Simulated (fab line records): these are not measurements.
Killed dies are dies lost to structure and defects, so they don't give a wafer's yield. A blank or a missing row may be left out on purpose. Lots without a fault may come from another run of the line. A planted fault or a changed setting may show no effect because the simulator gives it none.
What tool caused it? | flow n5-finfet | 11 lots with 33 wafers sampled at 4 steps, on a route of 1938 steps

WHAT THE GAUGES SHOWED, per wafer
The record holds no reading of a measuring or inspecting step that can be judged against a usual standard deviation.

EACH LOT AND THE TOOL THAT RAN IT (in order: tool; ch and the chambers of the sampled wafers; start)
lot  | N5_PMOS_HMC_CHANNEL_EPI_STRIP_17   | N5_PASSIVATION_DESCUM_12           | N5_PASSIVATION_DESCUM_32           | N5_PASSIVATION_PROBE_49
L699 | wet-bench-05 ch 0,2,7, day 1 17:37 | rie-diel-06 ch 0,1,2, day 12 01:48 | rie-diel-02 ch 0,1,3, day 12 03:14 | -
L702 | wet-bench-02 ch 1,3,5, day 2 11:43 | rie-diel-01 ch 0,1,3, day 14 01:50 | rie-diel-03 ch 1,2, day 14 03:11   | -
L704 | wet-bench-02 ch 0,5,7, day 2 23:27 | rie-diel-01 ch 1,2,3, day 13 17:53 | rie-diel-03 ch 0,1, day 13 19:29   | -
L705 | wet-bench-02 ch 0,1,2, day 3 05:24 | rie-diel-06 ch 1,3, day 13 14:36   | rie-diel-04 ch 0,2,3, day 13 17:49 | -
L706 | wet-bench-02 ch 0,1,4, day 3 11:20 | rie-diel-01 ch 0,2,3, day 14 07:05 | rie-diel-02 ch 0,1,2, day 14 08:52 | prober-01, day 14 13:50
L707 | wet-bench-05 ch 1,2,3, day 3 17:25 | rie-diel-05 ch 0,1,3, day 14 06:04 | rie-diel-02 ch 1,2,3, day 14 07:56 | prober-02, day 14 13:05
L710 | wet-bench-05 ch 0,5,7, day 4 11:53 | rie-diel-05 ch 0,1,2, day 15 08:50 | rie-diel-04 ch 0,2, day 15 10:34   | -
L717 | wet-bench-02 ch 1,3,5, day 6 06:43 | rie-diel-05 ch 0,1,2, day 16 21:41 | rie-diel-04 ch 0,1,3, day 16 23:23 | -
L720 | wet-bench-05 ch 4,5,7, day 6 23:18 | rie-diel-01 ch 1,2,3, day 17 11:56 | rie-diel-02 ch 0,1,2, day 17 14:31 | -
L721 | wet-bench-02 ch 1,2,7, day 7 06:36 | rie-diel-01 ch 1,2, day 18 05:14   | rie-diel-04 ch 0,2, day 18 06:53   | -
L722 | wet-bench-02 ch 3,6,7, day 7 11:38 | rie-diel-05 ch 1,2,3, day 18 09:53 | rie-diel-04 ch 0,1,2, day 18 11:41 | -
- N5_PMOS_HMC_CHANNEL_EPI_STRIP_17: strips in SPM, time 750 s.
- N5_PASSIVATION_DESCUM_12: chemistry O2, time 7.9 s.
- N5_PASSIVATION_DESCUM_32: chemistry O2, time 7.9 s.
- N5_PASSIVATION_PROBE_49

AS READ BY THE TOOLS THEMSELVES (means over the sampled wafers that have a number; for cases with no such wafer, the mark the record gives instead)
N5_PASSIVATION_DESCUM_12. Usual: bias-power-w 20.00 W, standard deviation 0.062; chamber-pressure-mTorr 19.998 mTorr, standard deviation 0.02; drypump-motor-current-A 5.9 A, standard deviation 0.42; oes-product-au 0.79 a.u., standard deviation 0.094; rf-fwd-power-W 49.63 W, standard deviation 0.18; rf-vpp-V 243.7 V, standard deviation 1.5; showerhead-plenum-p-Torr 2.13 Torr, standard deviation 0.085; throttle-valve-pct 20.38 %, standard deviation 0.27.
lot  | tool        | bias-power-w (W) | chamber-pressure-mTorr (mTorr) | drypump-motor-current-A (A) | oes-product-au (a.u.) | rf-fwd-power-W (W) | rf-vpp-V (V) | showerhead-plenum-p-Torr (Torr) | throttle-valve-pct (%) | flag
L699 | rie-diel-06 | 19.99            | 19.977                         | 5.7                         | 0.82                  | 49.48              | 244.2        | 2.15                            | 20.51                  |
L702 | rie-diel-01 | 19.96            | 20.017                         | 5.8                         | 0.75                  | 49.79              | 244.4        | 2.18                            | 20.38                  |
L704 | rie-diel-01 | 20.01            | 20.021                         | 6.2                         | 0.72                  | 49.72              | 243.3        | 2.10                            | 20.26                  |
L705 | rie-diel-06 | 19.97            | 20.005                         | 6.1                         | 0.78                  | 49.61              | 242.8        | 2.10                            | 20.43                  |
L706 | rie-diel-01 | 20.01            | 20.003                         | 5.9                         | 0.72                  | 49.73              | 243.0        | 2.11                            | 20.43                  |
L707 | rie-diel-05 | 20.01            | 20.005                         | 5.8                         | 0.80                  | 49.71              | 243.8        | 2.12                            | 20.37                  |
L710 | rie-diel-05 | 19.97            | 19.992                         | 5.7                         | 0.85                  | 49.52              | 243.8        | 2.12                            | 20.29                  |
L717 | rie-diel-05 | 19.99            | 19.996                         | 5.7                         | 0.83                  | 49.44              | 243.0        | 2.11                            | 20.31                  |
L720 | rie-diel-01 | 19.97            | 19.983                         | 6.1                         | 0.80                  | 49.51              | 242.8        | 2.09                            | 20.19                  |
L721 | rie-diel-01 | 20.02            | 19.994                         | 6.4                         | 0.70                  | 49.60              | 242.3        | 2.03                            | 20.30                  |
L722 | rie-diel-05 | 20.02            | 20.017                         | 5.8                         | 0.89                  | 49.47              | 244.5        | 2.16                            | 20.18                  |

N5_PASSIVATION_DESCUM_32. Usual: bias-power-w 19.99 W, standard deviation 0.059; chamber-pressure-mTorr 20.001 mTorr, standard deviation 0.018; drypump-motor-current-A 6.0 A, standard deviation 0.51; oes-product-au 0.84 a.u., standard deviation 0.075; rf-fwd-power-W 49.60 W, standard deviation 0.19; rf-vpp-V 244.0 V, standard deviation 1.3; showerhead-plenum-p-Torr 2.14 Torr, standard deviation 0.071; throttle-valve-pct 20.33 %, standard deviation 0.19.
lot  | tool        | bias-power-w (W) | chamber-pressure-mTorr (mTorr) | drypump-motor-current-A (A) | oes-product-au (a.u.) | rf-fwd-power-W (W) | rf-vpp-V (V) | showerhead-plenum-p-Torr (Torr) | throttle-valve-pct (%) | flag
L699 | rie-diel-02 | 19.96            | 19.997                         | 5.7                         | 0.70                  | 49.59              | 243.3        | 2.06                            | 20.41                  |
L702 | rie-diel-03 | 20.06            | 19.999                         | 5.3                         | 0.77                  | 49.69              | 243.3        | 2.10                            | 20.27                  |
L704 | rie-diel-03 | 20.03            | 19.999                         | 5.5                         | 0.73                  | 49.59              | 242.6        | 2.07                            | 20.29                  |
L705 | rie-diel-04 | 20.02            | 20.015                         | 6.2                         | 0.87                  | 49.53              | 244.2        | 2.19                            | 20.41                  |
L706 | rie-diel-02 | 20.01            | 19.990                         | 5.6                         | 0.95                  | 49.90              | 245.2        | 2.18                            | 20.19                  |
L707 | rie-diel-02 | 19.95            | 20.018                         | 5.7                         | 0.85                  | 49.85              | 244.0        | 2.12                            | 20.33                  |
L710 | rie-diel-04 | 20.04            | 19.998                         | 6.0                         | 0.87                  | 49.40              | 244.3        | 2.21                            | 20.31                  |
L717 | rie-diel-04 | 20.01            | 19.995                         | 6.5                         | 0.82                  | 49.45              | 243.1        | 2.12                            | 20.44                  |
L720 | rie-diel-02 | 19.99            | 20.013                         | 5.6                         | 0.88                  | 49.72              | 244.8        | 2.17                            | 20.24                  |
L721 | rie-diel-04 | 20.01            | 20.013                         | 6.3                         | 0.82                  | 49.56              | 244.7        | 2.21                            | 20.45                  |
L722 | rie-diel-04 | 19.96            | 19.984                         | 6.2                         | 0.83                  | 49.41              | 244.4        | 2.15                            | 20.35                  |

N5_PASSIVATION_PROBE_49. Usual: killed_at_M0_to_M3 37, standard deviation 12; killed_at_M4_up 14, standard deviation 5.3; killed-at-contacts 12, standard deviation 6.2; killed-at-front-end 41, standard deviation 11; killed-at-other 3.7, standard deviation 2.9; killed-dies 107, standard deviation 17; killed-open 71, standard deviation 12; killed-short 34, standard deviation 7.9.
lot  | tool      | killed_at_M0_to_M3 | killed_at_M4_up | killed-at-contacts | killed-at-front-end | killed-at-other | killed-dies | killed-open | killed-short | flag
L706 | prober-01 | 73                 | 11              | 9                  | 75                  | 3.3             | 172         | 81          | 52           | OFF
L707 | prober-02 | 32                 | 13              | 11                 | 48                  | 1.7             | 106         | 65          | 38           |

THE ANSWER, worked out from the rows above alone
Rule: take the mean of a lot's wafers that have a number; if it is more than 3 standard deviations from the usual mean, the lot is off. Also off: a lot with no number at a reading for which 4 or more lots have one. Any other lot the step has rows for is counted as sound. First the gauges in route order, then the tools' own readings, where a lot's mean is used as printed above. The first step at which some lot is off is used, and at that step the reading that is off furthest; a lot without a number counts as furthest.
Off, at N5_PASSIVATION_PROBE_49 on killed-dies: L706. Neither off nor sound, because the step has no rows for them: L699, L702, L704, L705, L710, L717, L720, L721, L722.
A tool fits if, at that step or a process step before it, it ran every lot that is off, and no sound lot after the first of them. Can't be told from this: 4 tools fit, wet-bench-02 at N5_PMOS_HMC_CHANNEL_EPI_STRIP_17, rie-diel-01 at N5_PASSIVATION_DESCUM_12, rie-diel-02 at N5_PASSIVATION_DESCUM_32, prober-01 at N5_PASSIVATION_PROBE_49.

WHAT THE SIMULATOR HAD PUT IN
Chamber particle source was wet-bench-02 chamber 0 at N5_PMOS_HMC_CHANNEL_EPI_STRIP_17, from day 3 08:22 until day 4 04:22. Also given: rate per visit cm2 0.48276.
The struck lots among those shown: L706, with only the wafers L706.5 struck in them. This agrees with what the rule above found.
